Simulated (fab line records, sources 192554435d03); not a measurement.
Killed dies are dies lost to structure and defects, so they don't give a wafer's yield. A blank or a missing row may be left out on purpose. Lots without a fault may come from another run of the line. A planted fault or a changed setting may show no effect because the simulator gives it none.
Chamber matching | flow n5_finfet | N5_BEOL_M2_STRIP_19 on rie_diel-03: 4 sister chambers
The step strips in O2. 14 wafers are shown with their chamber, then 7 later ones without.

WAFERS WITH THEIR CHAMBER
wafer  | chamber | throttle_valve_pct (%) | showerhead_plenum_p_Torr (Torr) | oes_product_au (a.u.)
L076.1 | 1       | 16.80                  | 1.96                            | 0.68
L076.3 | 2       | 16.36                  | 2.24                            | 0.90
L076.5 | 1       | 16.80                  | 1.96                            | 0.67
L083.1 | 2       | 16.39                  | 2.23                            | 0.88
L083.2 | 1       | 16.37                  | 2.21                            | 0.96
L083.3 | 3       | 16.60                  | 2.21                            | 0.78
L084.2 | 1       | 16.40                  | 2.21                            | 0.93
L084.4 | 2       | 16.42                  | 2.23                            | 0.87
L084.5 | 3       | 16.63                  | 2.21                            | 0.79
L090.2 | 3       | 16.65                  | 2.20                            | 0.79
L090.5 | 0       | 17.08                  | 1.98                            | 0.72
L090.6 | 3       | 16.66                  | 2.20                            | 0.78
L092.1 | 3       | 16.66                  | 2.20                            | 0.77
L092.2 | 2       | 16.45                  | 2.22                            | 0.85

SIGNATURES (means of the wafers above)
reading                  | chamber 0 | chamber 1 | chamber 2 | chamber 3 | scatter within a chamber
throttle_valve_pct       | 17.0800   | 16.5925   | 16.4050   | 16.6400   | 0.134
showerhead_plenum_p_Torr | 1.9800    | 2.0850    | 2.2300    | 2.2040    | 0.0793
oes_product_au           | 0.7200    | 0.8100    | 0.8750    | 0.7820    | 0.0866
Rule: a wafer's distance from a chamber is the root of the sum, over the readings, of the square of ((its reading less the chamber's mean) divided by the reading's scatter). The wafer belongs to the nearest chamber; if the next one is less than 2 further off, it can't be placed. The scatter: the root of (the sum of the squares of (reading less its chamber's mean) over the shown wafers, divided by (wafers less chambers)).

WAFERS WITHOUT THEIR CHAMBER
wafer  | throttle_valve_pct (%) | showerhead_plenum_p_Torr (Torr) | oes_product_au (a.u.)
L092.5 | 17.09                  | 1.98                            | 0.72
L093.3 | 17.11                  | 1.98                            | 0.72
L093.4 | 16.67                  | 2.20                            | 0.77
L093.6 | 16.68                  | 2.20                            | 0.76
L096.2 | 16.44                  | 2.22                            | 0.83
L096.3 | 16.43                  | 2.20                            | 0.88
L096.4 | 16.46                  | 2.22                            | 0.83

WHICH CHAMBER EACH WENT THROUGH
wafer  | from the rows above          | in truth
L092.5 | 0                            | 0
L093.3 | 0                            | 0
L093.4 | can't be placed: 3 or 1      | 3
L093.6 | can't be placed: 3 or 1      | 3
L096.2 | can't be placed: 2 or 3 or 1 | 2
L096.3 | can't be placed: 2 or 3 or 1 | 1
L096.4 | can't be placed: 2 or 3 or 1 | 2
Placed correctly: 2 of 7. Can't be placed from these rows: 5 (the true chamber is among the candidates in 5). Placed wrongly: 0.
